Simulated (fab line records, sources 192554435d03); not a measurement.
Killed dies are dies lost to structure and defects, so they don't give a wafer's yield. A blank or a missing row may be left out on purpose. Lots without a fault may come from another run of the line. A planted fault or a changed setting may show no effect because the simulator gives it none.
fab line records | flow n5_finfet
record lots=9 wafers=26 last_day=18
route steps=1938 shown FIN_SAQP@118 BEOL_M4@1111
lots that met no fault: from a run of the same line without faults
start_h: hours from the record's first day to the start of the lot's first wafer shown | wait_h: hours since the lot's step before | " the same as in the row above | L1.1+2: a row that stands for several wafers | - no value, or no start given | * or withheld: withheld | < > ~ a bound
route shown NAME@n: a module of which the file shows steps, and the number in the route of the first | usual: mean/standard deviation of fault-free wafers | same: alike in all rows | chamber/n: place in a boat | sites: the reading at each site | _std_site: their standard deviation | _edge_site: outer sites' mean less inner sites' | radius_mm: how far each site lies from the wafer's centre | mask NAME#n: copy n | behind: the tool/chamber that last shaped the wafer | hold: why the lot was held/for how many hours/how that ended | device: the transistor (n, p or np) that didn't switch | end of line: the same wafers' tests at the end of the route | a step without rows: its recipe alone | killed: dies lost to structure and defects at the first sort, not the wafer's yield | map: a wafer's dies, x killed, . not, _ none there
set.NAME: the setting as run; set.NAME@STEP: as run at that earlier step | model.NAME: the simulator's own value behind a step, which no gauge read
steps of the route over a sample of lots; a table a step, a row a wafer
services: from which hour (start_h, from the record's first day; less than 0 if before it) a tool's chamber was out of use, for how many hours, and why
## steps
# step N5_FIN_SAQP_HM_OPEN_73
# recipe chemistry=CHF3/O2 target=SiO2 stop_on=a-Si target_depth_a=120 over_etch_frac=1.8 mask_material=SOC time_s=16.8 pressure_mtorr=30 source_w=650 bias_w=170 Ar_flow_sccm=200 CHF3_flow_sccm=50 O2_flow_sccm=5 ion_energy_ev=200 ends=end_point
# usual bias_w=169.9/0.52 drypump_motor_current_A=5.8/0.39 oes_product_au=0.46/0.052 rf_vpp_V=526/11 showerhead_plenum_p_Torr=2.42/0.09 throttle_valve_pct=18.80/0.28
# columns lot.wafer tool chamber start_h wait_h bias_w drypump_motor_current_A oes_product_au rf_hours_counter_h rf_vpp_V showerhead_plenum_p_Torr throttle_valve_pct
L158.1 rie_diel-04 1 45.78 0.0 169.9 6.1 0.56 13 528 2.46 18.52
L158.3 " 0 " " 170.2 6.4 0.45 189 509 2.51 19.41
L158.6 " 3 " " 169.2 5.7 0.43 - 531 2.48 18.90
L160.1 rie_diel-03 1 60.02 0.0 170.9 5.8 0.39 257 533 2.45 19.21
L160.4 " 1 " " 170.5 5.8 0.40 - 531 2.45 19.19
L160.5 " 2 " " 169.1 5.9 0.44 - 507 2.30 18.72
L163.2 rie_diel-04 3 78.14 0.0 169.8 5.7 0.42 213 532 2.47 18.93
L163.3 " 2 " " 170.1 5.4 0.45 145 540 2.31 18.72
L163.5 " 2 " " 170.3 5.4 0.46 - 540 2.31 18.73
L167.2 rie_diel-04 3 99.91 0.0 169.1 5.7 0.42 221 530 2.47 18.94
L167.5 " 3 " " 169.3 5.7 0.42 - 530 2.47 18.96
L167.6 " 2 " " 170.5 5.5 0.45 - 539 2.31 18.74
L169.3 rie_diel-03 2 112.76 0.0 169.5 5.9 0.43 214 509 2.30 18.77
L169.4 " 2 " " 168.7 5.9 0.43 - 509 2.30 18.77
L169.6 " 1 " " 169.4 5.8 0.56 - 531 2.45 18.73
L172.2 rie_diel-05 2 131.07 0.0 170.9 5.1 0.57 3 517 2.58 18.43
L172.4 " 1 " " 170.1 5.6 0.43 189 532 2.29 18.76
L172.6 " 2 " " 170.3 5.1 0.57 - 517 2.58 18.46
L173.1 rie_diel-05 2 135.75 0.0 169.9 5.1 0.57 5 516 2.58 18.47
L173.2 " 3 " " 170.8 5.7 0.43 203 530 2.38 18.76
L173.5 " 0 " " 169.6 6.6 0.50 - 529 2.53 18.81
L174.1 rie_diel-03 3 142.69 0.0 169.2 5.5 0.57 6 504 2.37 18.77
L174.2 " 1 " " 169.1 5.8 0.54 16 531 2.44 18.75
L174.6 " 1 " " 169.5 5.8 0.54 - 530 2.44 18.75
L175.1 rie_diel-03 3 148.75 0.0 170.3 5.5 0.57 9 504 2.37 18.77
L175.3 " 0 " " 169.7 5.8 0.42 203 537 2.49 18.48
# step N5_FIN_SAQP_COAT_68
# recipe resist=SOC temp_c=250 time_s=60 spin_rpm=1500 resist_thk_nm=100
# usual heater_power_total_W=500.4/1.8 spin_speed_rpm=1500.0/1.1
# columns lot.wafer tool chamber start_h wait_h heater_power_total_W spin_speed_rpm
L158.1 litho_track-01 0 48.36 0.3 502.7 1500.7
L158.3 " 0 " " 499.0 1498.6
L158.6 " 0 " " 498.6 1498.6
L160.1 litho_track-01 0 62.48 0.3 500.5 1500.0
L160.4 " 0 " " 502.0 1500.8
L160.5 " 0 " " 502.2 1501.5
L163.2 litho_track-02 0 80.92 0.3 497.8 1500.9
L163.3 " 0 " " 502.9 1501.2
L163.5 " 0 " " 501.6 1502.5
L167.2 litho_track-01 0 103.07 0.3 501.8 1533.7
L167.5 " 0 " " 500.6 1533.5
L167.6 " 0 " " 500.2 1534.1
L169.3 litho_track-01 0 115.31 0.2 501.6 1533.0
L169.4 " 0 " " 497.3 1534.1
L169.6 " 0 " " 502.2 1533.7
L172.2 litho_track-05 0 133.71 0.3 500.6 1499.9
L172.4 " 0 " " 498.0 1500.1
L172.6 " 0 " " 499.8 1499.0
L173.1 litho_track-02 0 138.64 0.3 498.4 1499.2
L173.2 " 0 " " 500.9 1499.5
L173.5 " 0 " " 498.5 1499.7
L174.1 litho_track-02 0 146.55 0.3 499.6 1499.7
L174.2 " 0 " " 497.5 1499.6
L174.6 " 0 " " 503.4 1499.8
L175.1 litho_track-05 0 151.50 0.3 497.9 1499.0
L175.3 " 0 " " 499.6 1499.1
# step N5_FIN_SAQP_STRIP_70
# recipe chemistry=N2/H2 power_w=500 temp_c=40 pressure_mtorr=50 rf_frequency_hz=6e+07 overash_fraction=0.3 bias_power_w=28 h2_frac=0.5 n2_flow_sccm=300 h2_flow_sccm=300
# usual drypump_motor_current_A=5.8/0.39 oes_product_au=0.75/0.081 rf_vpp_V=122.0/1 showerhead_plenum_p_Torr=3.36/0.12 throttle_valve_pct=18.9/0.39
# columns lot.wafer tool chamber start_h wait_h drypump_motor_current_A oes_product_au rf_hours_counter_h rf_vpp_V showerhead_plenum_p_Torr throttle_valve_pct
L158.1 rie_diel-05 1 48.58 0.0 5.7 0.75 158 121.4 3.22 18.7
L158.3 " 3 " " 5.7 0.73 171 121.1 3.34 18.6
L158.6 " 1 " " 5.6 0.75 - 119.6 3.22 18.7
L160.1 rie_diel-05 2 62.65 0.0 5.1 0.66 241 121.0 3.20 19.2
L160.4 " 3 " " 5.7 0.72 175 123.1 3.34 18.6
L160.5 " 2 " " 5.1 0.67 - 120.7 3.20 19.2
L163.2 rie_diel-03 0 81.25 0.0 5.8 0.72 176 123.2 3.47 18.3
L163.3 " 3 " " 5.5 0.69 241 121.8 3.28 19.1
L163.5 " 0 " " 5.8 0.72 - 122.0 3.47 18.3
L167.2 rie_diel-04 1 103.23 0.0 6.1 0.90 34 122.4 3.43 18.6
L167.5 " 0 " " 6.4 0.73 - 123.2 3.44 19.6
L167.6 " 3 " " 5.7 0.70 - 121.4 3.45 18.9
L169.3 rie_diel-05 0 115.47 0.0 6.6 0.83 82 121.9 3.55 19.0
L169.4 " 3 " " 5.7 0.70 - 121.5 3.33 18.7
L169.6 " 0 " " 6.6 0.83 - 122.7 3.55 19.0
L172.2 rie_diel-05 0 133.87 0.0 6.6 0.83 89 121.5 3.54 19.0
L172.4 " 2 " " 5.1 0.95 4 122.1 3.60 18.8
L172.6 " 1 " " 5.6 0.72 - 123.4 3.20 18.8
L173.1 rie_diel-04 2 138.80 0.0 5.5 0.74 167 122.1 3.23 18.9
L173.2 " 3 " " 5.7 0.70 236 123.3 3.45 18.9
L173.5 " 2 " " 5.5 0.73 - 121.4 3.23 18.9
L174.1 rie_diel-04 1 146.85 0.0 6.1 0.86 50 122.4 3.42 18.6
L174.2 " 3 " " 5.7 0.69 240 122.4 3.44 18.9
L174.6 " 2 " " 5.5 0.72 - 121.8 3.23 18.9
L175.1 rie_diel-04 2 151.66 0.0 5.5 0.73 171 121.5 3.22 18.9
L175.3 " 3 " " 5.7 0.69 241 121.2 3.44 18.9
# step N5_FIN_SAQP_STRIP_77
# recipe chemistry=N2/H2 time_s=90 power_w=100 temp_c=40 pressure_mtorr=100 rf_frequency_hz=6e+07 bias_power_w=3 n2_flow_sccm=300 h2_flow_sccm=300
# usual drypump_motor_current_A=5.8/0.38 oes_product_au=0.76/0.081 rf_vpp_V=45.4/0.79 showerhead_plenum_p_Torr=3.39/0.12 throttle_valve_pct=12.26/0.29
# columns lot.wafer tool chamber start_h wait_h drypump_motor_current_A oes_product_au rf_hours_counter_h rf_vpp_V showerhead_plenum_p_Torr throttle_valve_pct
L158.1 rie_diel-04 0 49.45 0.0 6.4 0.75 191 44.5 3.46 12.68
L158.3 " 2 " " 5.4 0.77 137 44.9 3.26 12.16
L158.6 " 0 " " 6.4 0.74 - 45.4 3.46 12.70
L160.1 rie_diel-03 2 63.63 0.0 5.9 0.72 191 45.3 3.21 12.06
L160.4 " 0 " " 5.8 0.73 - 45.4 3.49 11.89
L160.5 " 2 " " 5.9 0.72 - 44.1 3.21 12.05
L163.2 rie_diel-05 0 82.25 0.0 6.6 0.84 69 46.0 3.57 12.15
L163.3 " 1 " " 5.6 0.74 170 46.3 3.23 12.19
L163.5 " 2 " " 5.1 0.66 - 45.0 3.21 12.43
L167.2 rie_diel-04 1 104.09 0.0 6.1 0.89 34 45.4 3.45 11.89
L167.5 " 3 " " 5.7 0.70 - 46.7 3.47 12.41
L167.6 " 0 " " 6.3 0.72 - 45.5 3.45 12.75
L169.3 rie_diel-04 0 116.47 0.0 6.4 0.73 215 44.9 3.45 12.74
L169.4 " 3 " " 5.7 0.70 227 46.7 3.47 12.41
L169.6 " 0 " " 6.4 0.73 - 45.8 3.45 12.74
L172.2 rie_diel-04 0 134.78 0.0 6.4 0.71 223 44.7 3.45 12.75
L172.4 " 2 " " 5.5 0.74 165 46.4 3.25 12.24
L172.6 " 0 " " 6.4 0.71 - 44.5 3.45 12.75
L173.1 rie_diel-04 2 139.96 0.0 5.5 0.75 167 45.9 3.24 12.23
L173.2 " 3 " " 5.7 0.70 237 46.2 3.46 12.44
L173.5 " 2 " " 5.5 0.73 - 44.2 3.24 12.23
L174.1 rie_diel-03 0 147.72 0.0 5.8 0.70 202 46.9 3.47 11.97
L174.2 " 3 " " 5.5 0.94 8 46.2 3.29 11.93
L174.6 " 1 " " 5.8 0.88 - 46.1 3.47 12.21
L175.1 rie_diel-03 0 152.67 0.0 5.8 0.71 204 46.1 3.47 11.99
L175.3 " 2 " " 5.9 0.69 227 44.3 3.19 12.16
# step N5_BEOL_M4_RC_MEAS_101
# usual DIBL_N=36.5/1.8 DIBL_P=36.5/2.1 IOFF_N=0.17/0.031 IOFF_P=0.22/0.036 ION_N=677/11 ION_P=463/8 SS_N=71.6/0.61 SS_P=73.3/0.63 VT_N=249/3.1 VT_P=-250/3.3
# columns lot.wafer tool chamber start_h wait_h DIBL_N[mV/V] DIBL_P[mV/V] IOFF_N[nA/um] IOFF_P[nA/um] ION_N[uA/um] ION_P[uA/um] SS_N[mV/dec] SS_P[mV/dec] VT_N[mV] VT_P[mV]
L158.1 prober-01 0 189.47 0.0 37.0 36.2 0.16 0.20 671 458 71.6 73.5 247 -251
L158.3 " 0 " " 38.6 39.5 0.19 0.25 691 474 71.3 74.3 247 -247
L158.6 " 0 " " 36.6 36.2 0.15 0.20 676 469 70.8 73.4 249 -248
L160.1 prober-02 0 212.25 0.0 35.0 35.6 0.13 0.19 667 465 70.8 73.1 249 -251
L160.4 " 0 " " 35.7 36.2 0.15 0.20 678 467 71.3 73.9 249 -253
L160.5 " 0 " " 33.9 34.9 0.13 0.18 675 463 70.9 72.5 251 -251
L163.2 prober-01 0 219.91 0.2 35.8 36.4 0.17 0.23 672 466 71.5 73.6 248 -248
L163.3 " 0 " " 34.3 34.1 0.15 0.21 671 465 70.8 72.8 246 -248
L163.5 " 0 " " 36.0 36.2 0.17 0.24 672 467 71.8 74.1 248 -245
L167.2 prober-02 0 247.60 0.2 38.1 37.8 0.17 0.20 675 452 72.2 73.4 251 -251
L167.5 " 0 " " 38.4 38.9 0.19 0.23 684 464 72.9 74.0 248 -251
L167.6 " 0 " " 34.5 34.7 0.12 0.16 672 462 71.4 73.6 252 -255
L169.3 prober-01 0 265.26 0.3 38.7 39.2 0.20 0.24 682 463 71.7 74.4 247 -250
L169.4 " 0 " " 36.5 36.5 0.16 0.19 671 458 71.4 73.7 250 -252
L169.6 " 0 " " 37.8 38.0 0.18 0.21 691 462 71.4 73.2 250 -254
L173.1 prober-02 0 274.38 0.0 37.5 38.0 0.20 0.29 688 475 72.0 73.8 246 -242
L173.2 " 0 " " 36.0 36.8 0.18 0.27 694 482 71.0 73.5 246 -243
L173.5 " 0 " " 36.7 37.7 0.19 0.30 692 478 71.7 73.9 248 -241
L172.2 prober-02 0 277.49 0.2 38.7 39.5 0.19 0.25 680 469 71.8 73.7 247 -249
L172.4 " 0 " " 35.6 35.4 0.13 0.19 669 461 71.8 73.0 253 -252
L172.6 " 0 " " 38.0 37.7 0.17 0.22 669 460 72.6 73.1 249 -249
L174.1 prober-01 0 306.24 0.0 35.3 37.2 0.15 0.20 679 467 70.5 73.8 250 -252
L174.2 " 0 " " 34.3 35.6 0.13 0.18 677 464 71.4 73.4 251 -252
L174.6 " 0 " " 34.7 36.1 0.14 0.19 675 465 71.3 73.8 250 -250
L175.1 prober-02 0 309.07 0.0 33.1 32.2 0.11 0.17 649 458 70.5 72.9 253 -252
L175.3 " 0 " " 36.2 36.9 0.17 0.22 664 463 72.0 72.4 251 -249
## services
# columns tool chamber start_h hours kind
rie_diel-04 2 32.91 5.1 repair
rie_diel-05 - 34.27 1.2 repair
litho_track-01 - 39.24 - consumable_replace:filter
rie_diel-03 3 39.36 40.4 repair
rie_diel-04 2 53.58 6.0 repair
litho_track-05 - 68.64 - consumable_replace:filter
rie_diel-03 1 79.73 - clean
rie_diel-03 1 79.73 - consumable_replace:focus_ring
rie_diel-03 1 79.73 17.7 scheduled_down
rie_diel-03 1 79.73 17.7 vent_cycle
rie_diel-05 2 91.55 11.1 repair
rie_diel-03 3 102.45 - clean
rie_diel-03 3 102.45 - consumable_replace:focus_ring
rie_diel-03 3 102.45 19.2 scheduled_down
rie_diel-03 3 102.45 19.2 vent_cycle
rie_diel-05 2 102.69 - clean
rie_diel-05 2 102.69 - consumable_replace:focus_ring
rie_diel-05 2 102.69 - consumable_replace:showerhead
rie_diel-05 2 102.69 17.7 scheduled_down
rie_diel-05 2 102.69 17.7 vent_cycle
rie_diel-03 - 118.04 2.8 pm
litho_track-05 - 121.52 - consumable_replace:filter
rie_diel-04 2 122.02 1.8 repair
## key
first_sign step=N5_FIN_SAQP_COAT_68 reading=spin_speed_rpm direction=up sigmas=32 usual=* struck=*
effect none on later readings
met_at N5_FIN_SAQP_COAT_68
struck_lots L167,L169
not_acting_at N5_FIN_SAQP_HM_OPEN_73,N5_FIN_SAQP_STRIP_70,N5_FIN_SAQP_STRIP_77
onset_between 62.48 103.07
fault kind=process_parameter_drift tool=litho_track-01 chamber=- onset_h=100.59 steps=N5_FIN_SAQP_COAT_68 channel=spin_rpm offset=* shape=step end_h=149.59 acts_in=* stated=*
